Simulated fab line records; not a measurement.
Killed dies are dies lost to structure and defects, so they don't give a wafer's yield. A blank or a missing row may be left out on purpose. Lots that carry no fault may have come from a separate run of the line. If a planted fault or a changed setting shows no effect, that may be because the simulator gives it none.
8D (eight disciplines) problem report, filled in by code | flow n5_finfet | the parts of the form that need people (team, actions taken, sign-off) are left out

== 1. PROBLEM STATEMENT ==
bias_w at N5_BEOL_M5_ETCH_68 reads a mean of 186.2 W on 2 wafers of 2 lots; wafers without a fault read 150.0 W with a standard deviation of 0.42. Relative to the usual mean, that is a shift of +86 standard deviations.
The step: etches SOC in N2/H2, target depth 80 nm, overetch 16 nm, time 120 s.
The first sign was on wafer L982.2 at day 10 11:27, on rie_diel-02. The record has a number at this step for 33 wafers belonging to 11 lots. Rule for "out" (also "out of limits"): further than 4 standard deviations from the usual mean. Any other wafer with a number is counted as sound.

== 2. WHAT THIS IS AND IS NOT ==
question                    | is                | is not
which readings at this step | bias_w, rf_vpp_V  | drypump_motor_current_A, oes_product_au, showerhead_plenum_p_Torr, throttle_valve_pct
which lots                  | L982, L988        | L975, L977, L979, L983, L993, L994, L995, L996, L997
which wafers of those lots  | L982.2, L988.5    | L982.3, L982.6, L988.1, L988.6
read on which tools         | rie_diel-02       | rie_diel-03, rie_diel-04
when                        | from day 10 11:27 | up to then (14 sound wafers); but 17 sound wafers of L988, L993, L994, L995, L996, L997 came after

== 3. THE SUSPECTS, EACH WITH WHAT RULES IT OUT ==
Counting: any tool at a process step up to the reading remains a suspect provided it ran every lot that is out. Sound lots after the first of them don't rule it out here, since some wafers of a struck lot are sound.
- rie_diel-02 at N5_BEOL_M5_ETCH_68 (etches SOC in N2/H2, target depth 80 nm, overetch 16 nm, time 120 s): kept. Every lot that is out went through it, the first being L982 (day 10 11:27); the last sound lot it ran before that was L983 (day 10 10:02). Out on those wafers are its own readings of bias_w, rf_vpp_V.
- Within rie_diel-02 at N5_BEOL_M5_ETCH_68: the wafers that are out ran in chamber 2; their sound lot-mates ran in chambers 0, 1, 3.
Left after counting: rie_diel-02 at N5_BEOL_M5_ETCH_68.

== 4. THE CAUSE (what the simulator had put in) ==
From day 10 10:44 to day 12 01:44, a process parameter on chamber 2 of rie_diel-02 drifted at N5_BEOL_M5_ETCH_68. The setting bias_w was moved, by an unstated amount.
After counting, this tool was the only one left.

== 5. SEQUENCE OF EFFECTS, ordered by route ==
Each row: a reading whose mean over the struck wafers that have a number lies more than 3 standard deviations from the usual. Scope: only readings with a usual standard deviation given in the record; hours: median across lots of the time from each lot's start at the first step in this table that gives one to its start at this step; sigmas: change in usual standard deviations.
hours | step               | reading  | usual   | on struck wafers | change | sigmas
0     | N5_BEOL_M5_ETCH_68 | bias_w   | 150.0 W | 186.2            | +36.2  | +86
0     | N5_BEOL_M5_ETCH_68 | rf_vpp_V | 524.8 V | 600.0            | +75.2  | +33
Process steps it contains:
- N5_BEOL_M5_ETCH_68: etches SOC in N2/H2, target depth 80 nm, overetch 16 nm, time 120 s.
Later measuring or inspecting steps at which every struck wafer that the step has a row for has a number for every such reading, and none has moved that far: N5_BEOL_M5_OCD_MEAS_38.

== 6. HOW IT WOULD HAVE BEEN CAUGHT EARLIER ==
In this record the first reading out of limits was taken at day 10 11:27, 1 hour after the fault began at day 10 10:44.
